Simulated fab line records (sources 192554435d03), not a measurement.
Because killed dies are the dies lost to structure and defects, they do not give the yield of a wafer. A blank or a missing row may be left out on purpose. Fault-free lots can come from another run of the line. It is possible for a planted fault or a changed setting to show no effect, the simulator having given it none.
Which tool was responsible?	flow n5Finfet	Sampling: 12 lots, 36 wafers, 4 of 1938 route steps

== WHAT EACH GAUGE READ, for each wafer ==
N5_BEOL_M3_OVL_MEAS_12.
lot	measured	on	M3_OVL (nm)
L074	day 7 17:01	overlay-02	-0.2 0.4 0.9
L077	day 7 22:18	overlay-01	-0.2 0.7 0.9
L080	day 8 13:22	overlay-01	-0.3 -1.3 -0.4
L082	day 9 04:34	overlay-01	-1.7 -0.3 -1.7
L084	day 9 23:52	overlay-01	-0.3 0.3 -0.3
L085	day 10 08:25	overlay-01	-0.2 0.1 -0.9
L087	day 10 16:10	overlay-01	-0.7 -0.1 0.2
L090	day 11 00:32	overlay-01	-0.7 -1.3 -1.7
L091	day 12 16:40	overlay-01	0.4 1.0 0.1
L092	day 12 23:58	overlay-01	-0.4 -0.8 -0.2
L096	day 14 05:47	overlay-01	0.2 -0.3 -0.4
L097	day 14 15:40	overlay-01	-0.8 0.7 0.2

== EACH LOT AND THE TOOL THAT RAN IT (in order: tool; ch and the chambers of the sampled wafers; start) ==
lot	N5_BEOL_M2_SPUTTER_48	N5_BEOL_M2_SPUTTER_88	N5_BEOL_M2_SPUTTER_96
L074	pvdSputter-02, day 7 12:02	pvdSputter-02, day 7 12:55	pvdSputter-02, day 7 13:48
L077	pvdSputter-02, day 7 17:50	pvdSputter-02, day 7 18:43	pvdSputter-02, day 7 19:36
L080	pvdSputter-02, day 8 07:25	pvdSputter-02, day 8 08:17	pvdSputter-02, day 8 09:10
L082	pvdSputter-02, day 9 00:58	pvdSputter-02, day 9 01:50	pvdSputter-02, day 9 02:43
L084	pvdSputter-03, day 9 18:47	pvdSputter-03, day 9 19:40	pvdSputter-03, day 9 20:33
L085	pvdSputter-02, day 10 03:24	pvdSputter-02, day 10 04:17	pvdSputter-02, day 10 05:10
L087	pvdSputter-02, day 10 11:46	pvdSputter-02, day 10 12:39	pvdSputter-02, day 10 13:32
L090	pvdSputter-03, day 10 20:08	pvdSputter-03, day 10 21:01	pvdSputter-03, day 10 21:53
L091	pvdSputter-02, day 12 10:04	pvdSputter-02, day 12 10:56	pvdSputter-02, day 12 11:49
L092	pvdSputter-03, day 12 19:35	pvdSputter-03, day 12 20:28	pvdSputter-03, day 12 21:21
L096	pvdSputter-02, day 13 23:59	pvdSputter-02, day 14 00:52	pvdSputter-02, day 14 01:44
L097	pvdSputter-03, day 14 10:42	pvdSputter-03, day 14 11:35	pvdSputter-03, day 14 12:28
- N5_BEOL_M2_SPUTTER_48: material Cu, target thk 4.5 nm, time 8.29 s.
- N5_BEOL_M2_SPUTTER_88: material Cu, target thk 4.5 nm, time 8.29 s.
- N5_BEOL_M2_SPUTTER_96: material Cu, target thk 4.5 nm, time 8.29 s.

== THE ANSWER, worked out from the rows above alone ==
Rule: the lots themselves supply what counts as usual. Put in order of their means at a reading, lots are off if they are a third of the lots or fewer, leave a main group of 4 or more, and stand apart from it by a gap of 3 or more times the standard deviation of the main group's means; of several such gaps the widest counts. If all means in a main group match to the digits the tables above print for the reading, that group is not used. Also off: a lot with no number at a reading for which 4 or more lots have one. The other lots that the step has rows for count as sound.
Across all readings shown, no lot is off: no conclusion can be drawn from this.

== WHAT THE SIMULATOR HAD INSERTED ==
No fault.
